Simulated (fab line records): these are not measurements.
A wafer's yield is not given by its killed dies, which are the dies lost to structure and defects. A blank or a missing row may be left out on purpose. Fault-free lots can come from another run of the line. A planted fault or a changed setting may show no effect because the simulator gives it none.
fab line records	flow n5_finfet
record: lots: 5	wafers: 15	last_day: 18
route steps=1938 shown BEOL_M4@1106 BEOL_M5@1112
lots that met no fault: taken from a fault-free run of the same line
start_h: hours from the record's first day to the start of the lot's first wafer shown	wait_h: hours from the lot's prior step to this one	" same as the row above	L1.1+2: a row that stands for several wafers	- no value, or no start given	* or withheld: withheld	< > ~ a bound
route shown NAME@n: a module of which the file shows steps, and the number in the route of the first	usual: mean and standard deviation over wafers with no fault	same: alike in all rows	chamber/n: place in a boat	sites: per-site readings	_std_site: the values' standard deviation	_edge_site: mean of outer sites minus mean of inner sites	radius_mm: for every site, how far away it sits from the centre of the wafer	mask NAME#n: copy n	behind: the last tool/chamber to shape the wafer	hold: reason for holding the lot/hours on hold/outcome of the hold	device: names the non-switching transistor (n, p or np)	end of line: the tests these same wafers got at the end of their route	step lacking rows: just its recipe	killed: at the first sort, the dies lost to defects and structure; wafer yield is something else	map: dies across one wafer; x = killed, . = not, _ = none there
set.NAME: setting as actually run; set.NAME@STEP: the setting as run at that earlier step	model.NAME: the simulator's own value behind a step, which no gauge read
certain route steps with their lots: each step a table, each wafer a row
services: from which hour (start_h, from the record's first day; less than 0 if before it) a tool's chamber was out of use, for how many hours, and why
== steps ==
step: N5_BEOL_M4_CO_CAP_55
recipe: material: Co	target_thk_a: 20	temp_c: 200	precursor: CCTBA/H2	pressure_torr: 30	time_s: 102.1
usual: heater_power_outer_w: 116/12	heater_power_w: 235/32
lot.wafer	tool	chamber	start_h	wait_h	heater_power_outer_w	heater_power_w
L075.1	cvd_co-02	1	180.59	0.0	114	221
L075.3	"	0	"	"	120	256
L075.5	"	0	"	"	117	260
L080.2	cvd_co-01	1	220.70	0.0	131	269
L080.4	"	2	"	"	129	263
L080.6	"	1	"	"	129	265
L088.1	cvd_co-02	0	256.64	0.0	121	253
L088.5	"	1	"	"	113	223
L088.6	"	2	"	"	100	194
L086.2	cvd_co-01	0	258.72	0.0	105	196
L086.4	"	0	"	"	104	196
L086.6	"	1	"	"	130	266
L096.3	cvd_co-02	2	324.48	0.0	98	194
L096.4	"	0	"	"	122	262
L096.6	"	1	"	"	117	224
step: N5_BEOL_M4_PRE_CLEAN_56
recipe: gas: NH3	time_s: 15	temp_c: withheld	rf_power_w: 300
lot.wafer	tool	chamber	start_h	wait_h
L075.1+3+5	pecvd-02	0,1,0	180.68	0.1
L080.2+4+6	pecvd-01	0,1,0	220.79	0.1
L088.1+5+6	pecvd-02	1,0,2	256.73	0.1
L086.2+4+6	pecvd-01	1,2,0	258.82	0.1
L096.3+4+6	pecvd-03	1,2,1	324.59	0.1
step: N5_BEOL_M4_DEP_57
recipe: material: SiCN	target_thk_a: 80	temp_c: withheld	precursor: 3MS/NH3	pressure_torr: 3	rf_w: 202	time_s: 14
usual: showerhead_plenum_p_Torr: 3.666/0.011	throttle_valve_pct: 9.1/0.53
lot.wafer	tool	chamber	start_h	wait_h	showerhead_plenum_p_Torr	throttle_valve_pct
L075.1	pecvd-02	0	180.70	0.0	3.655	8.5
L075.3	"	1	"	"	3.639	8.3
L075.5	"	0	"	"	3.658	8.8
L080.2	pecvd-01	0	220.83	0.0	3.682	9.2
L080.4	"	1	"	"	3.656	9.9
L080.6	"	0	"	"	3.672	9.1
L088.1	pecvd-02	1	256.76	0.0	3.649	8.7
L088.5	"	0	"	"	3.659	8.9
L088.6	"	2	"	"	3.666	8.4
L086.2	pecvd-01	1	258.84	0.0	3.659	9.8
L086.4	"	2	"	"	3.659	8.6
L086.6	"	0	"	"	3.687	9.1
L096.3	pecvd-03	1	324.61	0.0	3.691	8.6
L096.4	"	2	"	"	3.683	8.3
L096.6	"	1	"	"	3.684	8.7
step: N5_BEOL_M4_RS_MEAS_58
recipe: thk_meas_gauge: four-point-probe	reads: Co_of_BEOL_M4_CO_CAP_55+Cu_of_BEOL_M4_ECD_50+Co_of_BEOL_M4_CVD_47+TaN_of_BEOL_M4_ALD_84
usual: M4_RS: 0.674/0.029
lot.wafer	tool	chamber	start_h	wait_h	M4_RS[ohm/sq]
L075.1	film_metro-01	-	180.77	0.0	0.683
L075.3	"	-	"	"	0.634
L075.5	"	-	"	"	0.674
L080.2	film_metro-02	-	220.92	0.1	0.679
L080.4	"	-	"	"	0.663
L080.6	"	-	"	"	0.678
L088.1	film_metro-01	-	256.82	0.0	0.668
L088.5	"	-	"	"	0.699
L088.6	"	-	"	"	0.653
L086.2	film_metro-01	-	258.91	0.1	0.699
L086.4	"	-	"	"	0.647
L086.6	"	-	"	"	0.646
L096.3	film_metro-01	-	324.68	0.1	0.666
L096.4	"	-	"	"	0.662
L096.6	"	-	"	"	0.657
step: N5_BEOL_M4_INSPECT_59
recipe: inspect_instrument: darkfield	mode: post_dep
usual: raw_defect_count: 79/32
lot.wafer	tool	chamber	start_h	wait_h	raw_defect_count
L075.1	defect_inspect-02	-	180.80	0.0	63
L075.3	"	-	"	"	51
L075.5	"	-	"	"	68
L080.2	defect_inspect-01	-	220.94	0.0	59
L080.4	"	-	"	"	79
L080.6	"	-	"	"	75
L088.1	defect_inspect-02	-	256.85	0.0	108
L088.5	"	-	"	"	92
L088.6	"	-	"	"	134
L086.2	defect_inspect-01	-	258.93	0.0	159
L086.4	"	-	"	"	88
L086.6	"	-	"	"	122
L096.3	defect_inspect-01	-	324.71	0.0	60
L096.4	"	-	"	"	237
L096.6	"	-	"	"	102
step: N5_BEOL_M4_RC_MEAS_101
usual: DIBL_N: 36.5/1.9	DIBL_P: 36.7/2.1	IOFF_N: 0.17/0.035	IOFF_P: 0.22/0.042	ION_N: 676/10	ION_P: 462/8.1	SS_N: 71.5/0.72	SS_P: 73.4/0.7	VT_N: 249/3.1	VT_P: -250/3.9
lot.wafer	tool	chamber	start_h	wait_h	DIBL_N[mV/V]	DIBL_P[mV/V]	IOFF_N[nA/um]	IOFF_P[nA/um]	ION_N[uA/um]	ION_P[uA/um]	SS_N[mV/dec]	SS_P[mV/dec]	VT_N[mV]	VT_P[mV]
L075.1	prober-02	0	180.82	0.0	34.3	33.2	0.13	0.19	676	465	71.0	72.3	250	-251
L075.3	"	0	"	"	38.0	38.7	0.21	0.29	690	471	72.5	73.7	247	-246
L075.5	"	0	"	"	38.3	39.5	0.21	0.30	694	480	72.7	74.3	246	-247
L080.2	prober-01	0	221.12	0.2	36.9	35.2	0.16	0.21	685	460	70.9	74.0	246	-248
L080.4	"	0	"	"	38.1	37.1	0.18	0.25	679	472	71.5	73.7	247	-246
L080.6	"	0	"	"	38.1	37.6	0.18	0.24	678	465	71.7	74.4	249	-248
L088.1	prober-02	0	256.88	0.0	39.3	39.6	0.22	0.24	691	470	72.4	73.7	244	-251
L088.5	"	0	"	"	37.5	36.2	0.18	0.18	668	454	71.2	73.5	248	-253
L088.6	"	0	"	"	36.7	36.0	0.16	0.17	681	457	71.9	72.4	251	-257
L086.2	prober-01	0	259.11	0.2	36.9	37.1	0.18	0.21	682	460	71.2	72.9	249	-253
L086.4	"	0	"	"	40.7	39.6	0.26	0.27	695	468	72.8	74.8	245	-248
L086.6	"	0	"	"	36.7	35.0	0.17	0.19	679	453	71.8	73.1	250	-253
L096.3	prober-02	0	325.04	0.3	35.7	35.5	0.13	0.19	669	463	71.5	73.0	251	-251
L096.4	"	0	"	"	36.2	35.4	0.15	0.19	664	456	71.0	72.8	248	-253
L096.6	"	0	"	"	38.1	37.5	0.16	0.22	662	462	71.8	73.5	250	-249
step: N5_BEOL_M5_ILD_DEP_00
recipe: material: SiCOH_lowk	target_thk_a: 1406.4	temp_c: 300	precursor: DEMS/porogen	pressure_torr: 5	rf_w: 500	time_s: 25.9
usual: heater_power_outer_w: 137/27	heater_power_w: 294/45	showerhead_plenum_p_Torr: 5.741/0.015	throttle_valve_pct: 13.9/0.78
lot.wafer	tool	chamber	start_h	wait_h	heater_power_outer_w	heater_power_w	showerhead_plenum_p_Torr	throttle_valve_pct
L075.1	pecvd-04	1	181.79	0.8	169	354	5.714	14.5
L075.3	"	2	"	"	109	264	5.736	12.9
L075.5	"	2	"	"	112	271	5.739	13.3
L080.2	pecvd-03	0	221.94	0.7	136	299	5.736	14.2
L080.4	"	0	"	"	138	314	5.728	14.5
L080.6	"	2	"	"	146	321	5.749	13.0
L088.1	pecvd-03	1	257.84	0.8	119	265	5.758	13.5
L088.5	"	2	"	"	143	308	5.743	13.0
L088.6	"	1	"	"	120	260	5.764	13.4
L086.2	pecvd-01	0	259.92	0.7	178	357	5.740	14.1
L086.4	"	0	"	"	182	361	5.766	14.3
L086.6	"	1	"	"	134	288	5.750	15.2
L096.3	pecvd-01	2	325.69	0.5	125	279	5.757	13.5
L096.4	"	0	"	"	182	356	5.747	14.0
L096.6	"	1	"	"	114	265	5.726	14.9
step: N5_BEOL_M5_CURE_79
recipe: temp_c: 385	time_s: 240	ambient: He/Ar	material: SiCOH_lowk
usual: lamp_power_pct: 52.31/0.056	wafer_temp_C_max: 386.6/0.53
lot.wafer	tool	chamber	start_h	wait_h	lamp_power_pct	wafer_temp_C_max
L075.1	uv_cure-01	0	181.85	0.0	52.35	386.4
L075.3	"	0	"	"	52.29	386.5
L075.5	"	0	"	"	52.34	386.8
L080.2	uv_cure-01	1	222.08	0.1	52.28	386.6
L080.4	"	1	"	"	52.24	386.2
L080.6	"	1	"	"	52.39	386.1
L088.1	uv_cure-02	2	257.90	0.0	52.30	386.8
L088.5	"	2	"	"	52.31	386.5
L088.6	"	2	"	"	52.33	386.0
L086.2	uv_cure-02	1	260.06	0.1	52.29	386.4
L086.4	"	1	"	"	52.28	386.3
L086.6	"	1	"	"	52.33	387.2
L096.3	uv_cure-01	1	325.92	0.2	52.40	385.6
L096.4	"	1	"	"	52.27	386.1
L096.6	"	1	"	"	52.34	386.6
step: N5_BEOL_M5_THK_MEAS_01
recipe: reads: SiCOH_lowk_of_BEOL_M5_ILD_DEP_00
usual: M5_ILD_THK: 121.6/1.6
lot.wafer	tool	chamber	start_h	wait_h	M5_ILD_THK[nm]
L075.1	film_metro-01	-	182.37	0.4	122.1
L075.3	"	-	"	"	120.9
L075.5	"	-	"	"	123.6
L080.2	film_metro-02	-	222.51	0.4	120.9
L080.4	"	-	"	"	122.1
L080.6	"	-	"	"	123.4
L088.1	film_metro-01	-	258.41	0.4	119.0
L088.5	"	-	"	"	119.8
L088.6	"	-	"	"	122.5
L086.2	film_metro-01	-	260.50	0.4	121.1
L086.4	"	-	"	"	122.7
L086.6	"	-	"	"	123.5
L096.3	film_metro-01	-	326.27	0.3	119.8
L096.4	"	-	"	"	121.4
L096.6	"	-	"	"	121.9
step: N5_BEOL_M5_PECVD_70
recipe: material: SiO2	target_thk_a: 160	temp_c: 400	precursor: TEOS/O2	pressure_torr: 5.5	rf_w: 450	teos_flow_sccm: 53.8	gas: O2	flow_sccm: 3000	time_s: 18
usual: heater_power_outer_w: 405/58	heater_power_w: 678/83	showerhead_plenum_p_Torr: 8.79/0.057	throttle_valve_pct: 22.3/1.2
lot.wafer	tool	chamber	start_h	wait_h	heater_power_outer_w	heater_power_w	showerhead_plenum_p_Torr	throttle_valve_pct
L075.1	pecvd-03	2	182.40	0.0	422	738	8.82	20.9
L075.3	"	1	"	"	355	618	8.87	21.5
L075.5	"	2	"	"	433	745	8.84	21.1
L080.2	pecvd-04	1	222.55	0.0	497	809	8.74	23.7
L080.4	"	1	"	"	506	823	8.74	23.5
L080.6	"	0	"	"	339	548	8.68	21.1
L088.1	pecvd-04	2	258.45	0.0	326	593	8.80	21.1
L088.5	"	2	"	"	340	606	8.80	21.0
L088.6	"	0	"	"	353	576	8.70	21.1
L086.2	pecvd-03	0	260.53	0.0	434	724	8.75	23.1
L086.4	"	2	"	"	365	645	8.83	21.1
L086.6	"	2	"	"	355	622	8.82	20.9
L096.3	pecvd-01	0	326.31	0.0	520	831	8.85	22.9
L096.4	"	2	"	"	378	644	8.79	21.3
L096.6	"	1	"	"	363	635	8.78	24.4
step: N5_BEOL_M5_HM_DEP_02
recipe: material: TiN	target_thk_a: 200	temp_c: 25	chamber_pressure_pa: 0.49996
usual: throttle_valve_pct: 29.7/1.2
lot.wafer	tool	chamber	start_h	wait_h	throttle_valve_pct
L075.1	pvd_sputter-02	-	183.58	1.2	29.6
L075.3	"	-	"	"	29.7
L075.5	"	-	"	"	29.1
L080.2	pvd_sputter-03	-	223.27	0.7	30.2
L080.4	"	-	"	"	28.4
L080.6	"	-	"	"	28.5
L088.1	pvd_sputter-03	-	259.09	0.6	31.1
L088.5	"	-	"	"	28.9
L088.6	"	-	"	"	28.4
L086.2	pvd_sputter-01	-	263.74	3.2	30.3
L086.4	"	-	"	"	30.1
L086.6	"	-	"	"	30.1
L096.3	pvd_sputter-03	-	326.78	0.5	29.5
L096.4	"	-	"	"	30.8
L096.6	"	-	"	"	28.5
step: N5_BEOL_M5_COAT_59
recipe: resist: SOC	temp_c: 250	time_s: 60	spin_rpm: 1500	resist_thk_nm: 60
lot.wafer	tool	chamber	start_h	wait_h
L075.1+3+5	litho_track-02	0	183.71	0.1
L080.2+4+6	litho_track-05	0	223.40	0.1
L088.1+5+6	litho_track-03	0	259.22	0.1
L086.2+4+6	litho_track-05	0	263.87	0.1
L096.3+4+6	litho_track-02	0	326.91	0.1
step: N5_BEOL_M5_COAT_60
recipe: resist: SiARC	temp_c: 220	time_s: 60	spin_rpm: 1500	resist_thk_nm: 12
lot.wafer	tool	chamber	start_h	wait_h
L075.1+3+5	litho_track-02	0	-	-
L080.2+4+6	litho_track-05	0	-	-
L088.1+5+6	litho_track-03	0	-	-
L086.2+4+6	litho_track-05	0	-	-
L096.3+4+6	litho_track-02	0	-	-
step: N5_BEOL_M5_COAT_71
recipe: resist: underlayer	temp_c: 205	time_s: 60	spin_rpm: 1500	resist_thk_nm: 5
lot.wafer	tool	chamber	start_h	wait_h
L075.1+3+5	litho_track-02	0	-	-
L080.2+4+6	litho_track-05	0	-	-
L088.1+5+6	litho_track-03	0	-	-
L086.2+4+6	litho_track-05	0	-	-
L096.3+4+6	litho_track-02	0	-	-
step: N5_BEOL_M5_COAT_05
recipe: resist: CAR-EUV	spin_rpm: 1500	resist_thk_nm: 30
lot.wafer	tool	chamber	start_h	wait_h
L075.1+3+5	litho_track-02	0	-	-
L080.2+4+6	litho_track-05	0	-	-
L088.1+5+6	litho_track-03	0	-	-
L086.2+4+6	litho_track-05	0	-	-
L096.3+4+6	litho_track-02	0	-	-
step: N5_BEOL_M5_EBR_07
recipe: solvent: PGMEA	ebr_width_mm: 1.5
lot.wafer	tool	chamber	start_h	wait_h
L075.1+3+5	litho_track-02	0	-	-
L080.2+4+6	litho_track-05	0	-	-
L088.1+5+6	litho_track-03	0	-	-
L086.2+4+6	litho_track-05	0	-	-
L096.3+4+6	litho_track-02	0	-	-
step: N5_BEOL_M5_SOFTBAKE_06
recipe: temp_c: 110	time_s: 60	resist: CAR-EUV
lot.wafer	tool	chamber	start_h	wait_h
L075.1+3+5	litho_track-02	0	-	-
L080.2+4+6	litho_track-05	0	-	-
L088.1+5+6	litho_track-03	0	-	-
L086.2+4+6	litho_track-05	0	-	-
L096.3+4+6	litho_track-02	0	-	-
step: N5_BEOL_M5_EXPOSE_08
recipe: mask_id: M5	na: 0.33	source_shape: annular	sigma_inner: 0.4	sigma_outer: 0.8	polarization: unpolarized	target_cd_nm: 28	dose_mj: 35.75
lot.wafer	tool	chamber	start_h	wait_h	mask
L075.1+3+5	euv_scanner-02	0	183.85	-	M5#0
L080.2+4+6	euv_scanner-02	0	223.54	-	M5#0
L088.1+5+6	euv_scanner-02	0	259.48	-	M5#0
L086.2+4+6	euv_scanner-01	0	264.14	-	M5#0
L096.3+4+6	euv_scanner-02	0	327.06	-	M5#0
step: N5_BEOL_M5_PEB_09
recipe: peb_temp_c: 100	peb_time_s: 60	resist: CAR-EUV
lot.wafer	tool	chamber	start_h	wait_h
L075.1+3+5	litho_track-03	0	183.91	0.1
L080.2+4+6	litho_track-03	0	223.59	0.0
L088.1+5+6	litho_track-03	0	259.54	0.1
L086.2+4+6	litho_track-05	0	264.19	0.0
L096.3+4+6	litho_track-02	0	327.11	0.0
step: N5_BEOL_M5_DEVELOP_10
recipe: develop_time_s: 30	developer: TMAH	resist: CAR-EUV	rinse_liquid: surfactant_rinse	dry: air_spin	dev_temp_c: 23
lot.wafer	tool	chamber	start_h	wait_h
L075.1+3+5	litho_track-03	0	-	-
L080.2+4+6	litho_track-03	0	-	-
L088.1+5+6	litho_track-03	0	-	-
L086.2+4+6	litho_track-05	0	-	-
L096.3+4+6	litho_track-02	0	-	-
step: N5_BEOL_M5_CD_MEAS_11
recipe: target_cd_nm: 27.74	landing_energy_ev: 500	detector: se_inlens
usual: cd_nm: 28.02/0.26
lot.wafer	tool	chamber	start_h	wait_h	cd_nm
L075.1	cd_sem-03	0	183.97	-	27.86
L075.3	"	0	"	"	27.67
L075.5	"	0	"	"	28.12
L080.2	cd_sem-03	0	223.66	-	27.99
L080.4	"	0	"	"	27.65
L080.6	"	0	"	"	27.87
L088.1	cd_sem-02	0	259.61	-	27.84
L088.5	"	0	"	"	27.69
L088.6	"	0	"	"	27.94
L086.2	cd_sem-01	0	264.26	-	28.41
L086.4	"	0	"	"	28.07
L086.6	"	0	"	"	27.72
L096.3	cd_sem-02	0	327.18	-	28.26
L096.4	"	0	"	"	28.21
L096.6	"	0	"	"	28.09
step: N5_BEOL_M5_OVL_MEAS_12
recipe: points_per_wafer: 522
usual: M5_OVL: -0.1/0.64
lot.wafer	tool	chamber	start_h	wait_h	M5_OVL[nm]
L075.1	overlay-02	0	184.01	0.0	-0.7
L075.3	"	0	"	"	-0.6
L075.5	"	0	"	"	-0.4
L080.2	overlay-01	0	223.70	0.0	-0.3
L080.4	"	0	"	"	0.6
L080.6	"	0	"	"	-0.4
L088.1	overlay-01	0	259.64	0.0	0.0
L088.5	"	0	"	"	-0.6
L088.6	"	0	"	"	-0.1
L086.2	overlay-02	0	264.30	0.0	-1.3
L086.4	"	0	"	"	-0.2
L086.6	"	0	"	"	-0.8
L096.3	overlay-02	0	327.22	0.0	0.1
L096.4	"	0	"	"	-0.4
L096.6	"	0	"	"	-1.4
step: N5_BEOL_M5_INSPECT_13
recipe: mode: adi	inspect_instrument: brightfield
usual: raw_defect_count: 417/110
lot.wafer	tool	chamber	start_h	wait_h	raw_defect_count
L075.1	defect_inspect-01	-	184.06	0.1	325
L075.3	"	-	"	"	449
L075.5	"	-	"	"	367
L080.2	defect_inspect-01	-	223.75	0.0	313
L080.4	"	-	"	"	379
L080.6	"	-	"	"	400
L088.1	defect_inspect-02	-	259.70	0.1	404
L088.5	"	-	"	"	442
L088.6	"	-	"	"	490
L086.2	defect_inspect-02	-	264.35	0.0	612
L086.4	"	-	"	"	449
L086.6	"	-	"	"	535
L096.3	defect_inspect-02	-	327.27	0.0	317
L096.4	"	-	"	"	676
L096.6	"	-	"	"	464
step: N5_BEOL_M5_DESCUM_16
recipe: chemistry: O2	time_s: 7	source_power_w: 50	bias_power_w: 20	pressure_mtorr: 20	rf_frequency_hz: 2.712e+07	temp_c: 40	resist: CAR-EUV	o2_flow_sccm: 225
usual: drypump_motor_current_A: 5.6/0.53	oes_product_au: 0.81/0.084	rf_vpp_V: 243.5/1.5	showerhead_plenum_p_Torr: 2.12/0.08	temp_c: 40.00/0.11	throttle_valve_pct: 20.52/0.2
lot.wafer	tool	chamber	start_h	wait_h	drypump_motor_current_A	oes_product_au	rf_hours_counter_h	rf_vpp_V	showerhead_plenum_p_Torr	temp_c	throttle_valve_pct
L075.1	rie_diel-05	1	184.39	0.3	5.6	0.84	61	246.0	2.22	40.15	20.60
L075.3	"	3	"	"	6.1	0.88	35	242.5	2.06	39.86	20.22
L075.5	"	3	"	"	6.2	0.88	-	242.5	2.06	39.75	20.22
L080.2	rie_diel-03	1	223.78	0.0	6.0	0.71	177	243.1	2.09	40.12	20.67
L080.4	"	3	"	"	6.3	0.93	-	241.1	2.06	39.95	20.65
L080.6	"	1	"	"	6.0	0.71	-	242.4	2.09	40.11	20.69
L088.1	rie_diel-04	3	259.73	0.0	4.9	0.74	186	243.5	2.14	39.95	20.50
L088.5	"	1	"	"	4.9	0.73	-	245.3	2.14	40.08	20.71
L088.6	"	0	"	"	5.3	0.72	-	243.2	2.09	39.89	20.26
L086.2	rie_diel-03	2	264.38	0.0	6.2	0.95	9	243.2	2.15	39.92	20.07
L086.4	"	0	"	"	4.9	0.75	185	241.8	2.01	39.98	20.82
L086.6	"	2	"	"	6.1	0.95	-	244.7	2.15	40.06	20.09
L096.3	rie_diel-03	1	327.45	0.2	6.0	0.69	208	243.0	2.08	39.97	20.74
L096.4	"	2	"	"	6.1	0.90	28	244.2	2.14	40.04	20.13
L096.6	"	2	"	"	6.1	0.92	-	243.6	2.14	40.19	20.10
step: N5_BEOL_M5_ETCH_72
recipe: chemistry: N2/H2	target: underlayer	target_depth_a: 65	mask_material: CAR-EUV	time_s: 5.2	ion_energy_ev: 200	pressure_mtorr: 30	source_w: 840	bias_w: 150	n2_flow_sccm: 200	h2_flow_sccm: 200	ends: cleared
usual: drypump_motor_current_A: 5.6/0.53	etch_rf_on_time_s: 5.17/0.11	oes_product_au: 0.69/0.072	rf_vpp_V: 524/3.1	showerhead_plenum_p_Torr: 2.56/0.1	throttle_valve_pct: 17.86/0.24
lot.wafer	tool	chamber	start_h	wait_h	drypump_motor_current_A	etch_rf_on_time_s	oes_product_au	rf_hours_counter_h	rf_vpp_V	showerhead_plenum_p_Torr	throttle_valve_pct
L075.1	rie_diel-05	1	184.42	0.0	5.6	5.07	0.72	61	530	2.68	17.90
L075.3	"	3	"	"	6.2	5.23	0.73	35	523	2.46	17.45
L075.5	"	3	"	"	6.2	5.27	0.74	-	520	2.47	17.48
L080.2	rie_diel-03	1	223.82	0.0	6.0	5.26	0.62	177	524	2.53	18.07
L080.4	"	3	"	"	6.3	5.17	0.79	-	523	2.48	17.82
L080.6	"	1	"	"	6.0	5.25	0.61	-	524	2.53	18.08
L088.1	rie_diel-04	3	259.77	0.0	4.9	5.31	0.61	186	526	2.62	18.01
L088.5	"	1	"	"	4.9	5.25	0.63	-	527	2.63	18.30
L088.6	"	0	"	"	5.3	5.16	0.62	-	523	2.54	17.66
L086.2	rie_diel-03	2	264.42	0.0	6.2	4.90	0.82	9	525	2.60	17.46
L086.4	"	0	"	"	4.9	5.21	0.63	185	520	2.43	18.21
L086.6	"	2	"	"	6.1	4.90	0.82	-	525	2.60	17.43
L096.3	rie_diel-03	1	327.49	0.0	6.1	5.37	0.58	208	522	2.52	18.14
L096.4	"	2	"	"	6.1	4.97	0.77	28	524	2.59	17.47
L096.6	"	2	"	"	6.2	4.98	0.78	-	525	2.59	17.47
step: N5_BEOL_M5_ETCH_61
recipe: chemistry: CF4	target: SiARC	target_depth_a: 156	mask_material: CAR-EUV	time_s: 26	ion_energy_ev: 80	pressure_mtorr: 40	source_w: 545	bias_w: 36	Ar_flow_sccm: 100	cf4_flow_sccm: 100	ends: cleared
usual: cf4_flow_sccm: 99.99/0.28	drypump_motor_current_A: 5.6/0.53	etch_rf_on_time_s: 25.9/0.53	oes_product_au: 0.69/0.072	rf_vpp_V: 184.4/1.2	showerhead_plenum_p_Torr: 2.16/0.08	throttle_valve_pct: 15.68/0.22
lot.wafer	tool	chamber	start_h	wait_h	cf4_flow_sccm	drypump_motor_current_A	etch_rf_on_time_s	oes_product_au	rf_hours_counter_h	rf_vpp_V	showerhead_plenum_p_Torr	throttle_valve_pct
L075.1	rie_diel-05	1	184.44	0.0	99.91	5.6	25.1	0.73	61	185.3	2.27	15.81
L075.3	"	3	"	"	99.87	6.1	25.7	0.75	35	183.3	2.10	15.29
L075.5	"	3	"	"	99.59	6.1	26.0	0.74	-	185.3	2.10	15.28
L080.2	rie_diel-03	1	223.83	0.0	100.24	6.0	26.3	0.61	177	183.1	2.14	15.88
L080.4	"	3	"	"	100.21	6.3	25.9	0.79	-	184.2	2.11	15.73
L080.6	"	1	"	"	99.72	6.0	26.3	0.61	-	184.2	2.14	15.88
L088.1	rie_diel-04	3	259.78	0.0	99.48	4.9	26.7	0.62	186	183.8	2.20	15.76
L088.5	"	1	"	"	100.52	4.9	26.8	0.61	-	184.2	2.22	16.05
L088.6	"	0	"	"	99.67	5.3	25.9	0.62	-	183.5	2.13	15.46
L086.2	rie_diel-03	2	264.43	0.0	100.45	6.1	24.9	0.81	9	184.9	2.20	15.27
L086.4	"	0	"	"	100.09	4.9	26.3	0.64	185	182.0	2.04	15.91
L086.6	"	2	"	"	100.06	6.1	24.7	0.82	-	184.8	2.20	15.29
L096.3	rie_diel-03	1	327.50	0.0	100.05	6.0	26.4	0.59	208	183.3	2.13	15.94
L096.4	"	2	"	"	99.89	6.1	24.7	0.77	28	182.4	2.19	15.32
L096.6	"	2	"	"	100.11	6.2	24.8	0.77	-	184.2	2.19	15.33
== services ==
tool	chamber	start_h	hours	kind
pecvd-02	2	162.58	6.2	repair
cvd_co-01	-	167.86	6.9	pm
uv_cure-01	-	172.52	1.0	pm
euv_scanner-02	-	173.50	1.0	pm
rie_diel-04	-	174.46	15.6	pm
rie_diel-05	2	179.59	5.7	repair
rie_diel-05	1	184.83	6.6	repair
rie_diel-03	0	196.77	6.4	repair
pecvd-03	-	199.47	0.3	repair
rie_diel-04	3	200.90	12.8	repair
cvd_co-02	-	210.13	0.5	repair
rie_diel-04	2	216.19	9.9	repair
uv_cure-01	-	228.44	7.5	pm
rie_diel-05	3	251.62	3.5	repair
rie_diel-03	-	253.91	0.7	repair
uv_cure-01	-	263.48	1.6	repair
pecvd-03	-	270.84	0.9	repair
euv_scanner-02	-	284.83	1.0	pm
euv_scanner-02	-	293.37	0.6	repair
pecvd-02	1	295.21	5.2	repair
euv_scanner-02	-	308.93	2.1	repair
rie_diel-04	3	309.13	11.7	repair
euv_scanner-02	-	312.83	4.6	pm
rie_diel-04	1	326.22	4.5	repair
== key ==
fault none
